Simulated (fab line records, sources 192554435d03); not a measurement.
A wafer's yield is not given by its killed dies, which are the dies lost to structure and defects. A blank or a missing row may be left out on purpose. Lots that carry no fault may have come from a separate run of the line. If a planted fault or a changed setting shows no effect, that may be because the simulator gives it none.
One fault seen from 2 desks + flow n5Finfet + only its own numbers are on each desk; what lay behind them is given at the end

## AT THE TOOL OWNER'S DESK: arfiScanner-02
The tool's own readings at N5_SD_EPI_P_EXPOSE_06 (exposes mask SD P BLK, target cd 240 nm): means of the sampled wafers that have a number, for each lot that ran on this tool. The brackets show how far a lot's mean lies from the usual mean; more than 4 standard deviations puts the lot out of limits, marked OUT.
Columns: A = reticleTempC at N5_SD_EPI_P_EXPOSE_06, usual 22.98 C
| lot  | first seen here | A     |
|------|-----------------|-------|
| L502 | day 3 04:30     | 22.96 |
| L507 | day 4 11:50     | 22.82 |
| L508 | day 4 16:56     | 23.08 |
| L517 | day 6 23:48     | 22.92 |
| L518 | day 7 05:04     | 22.90 |
Finding of this desk: none of the 5 lots has anything out of limits.

## THE METROLOGY DESK
Means of the sampled wafers that have a number, per lot and without regard to the tool the lot ran on: this is what the gauges read. The brackets show how far a lot's mean lies from the usual mean; more than 4 standard deviations puts the lot out of limits, marked OUT.
Columns: A = SD_P_BLK_OVL at N5_SD_EPI_P_OVL_MEAS_10, usual 0.1 nm
| lot  | first seen here | A                      |
|------|-----------------|------------------------|
| L502 | day 3 04:40     | 0.0                    |
| L504 | day 3 20:38     | 0.1                    |
| L507 | day 4 11:59     | -0.1                   |
| L508 | day 4 17:05     | -0.6                   |
| L517 | day 6 23:57     | 71.6 (+99 or more) OUT |
| L518 | day 7 05:13     | 72.6 (+99 or more) OUT |
| L520 | day 7 16:29     | -0.4                   |
| L521 | day 7 23:02     | -0.1                   |
| L522 | day 8 07:57     | -0.0                   |
| L523 | day 8 11:02     | 0.2                    |
| L524 | day 8 19:03     | -0.7                   |
This desk's finding: out of limits on L517, L518; first on L517, day 6 23:57 (SD_P_BLK_OVL at N5_SD_EPI_P_OVL_MEAS_10). L502, L504, L507, L508, L520, L521, L522, L523, L524: within limits.

## ALL TOGETHER
At day 6 23:57 the metrology desk could have sounded an alarm, on L517, L518.
Nothing out of limits was seen by the tool owner's desk.
The tool owner's desk has L517, L518 on record, within its limits.
Of the lots named, all ran N5_SD_EPI_P_EXPOSE_06 on arfiScanner-02.

## WHAT WAS PUT IN BY THE SIMULATOR
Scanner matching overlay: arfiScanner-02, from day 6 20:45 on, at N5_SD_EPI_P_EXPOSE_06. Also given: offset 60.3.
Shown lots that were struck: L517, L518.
Delay in hours, fault start to first out-of-limits reading, per desk: metrology desk 3.
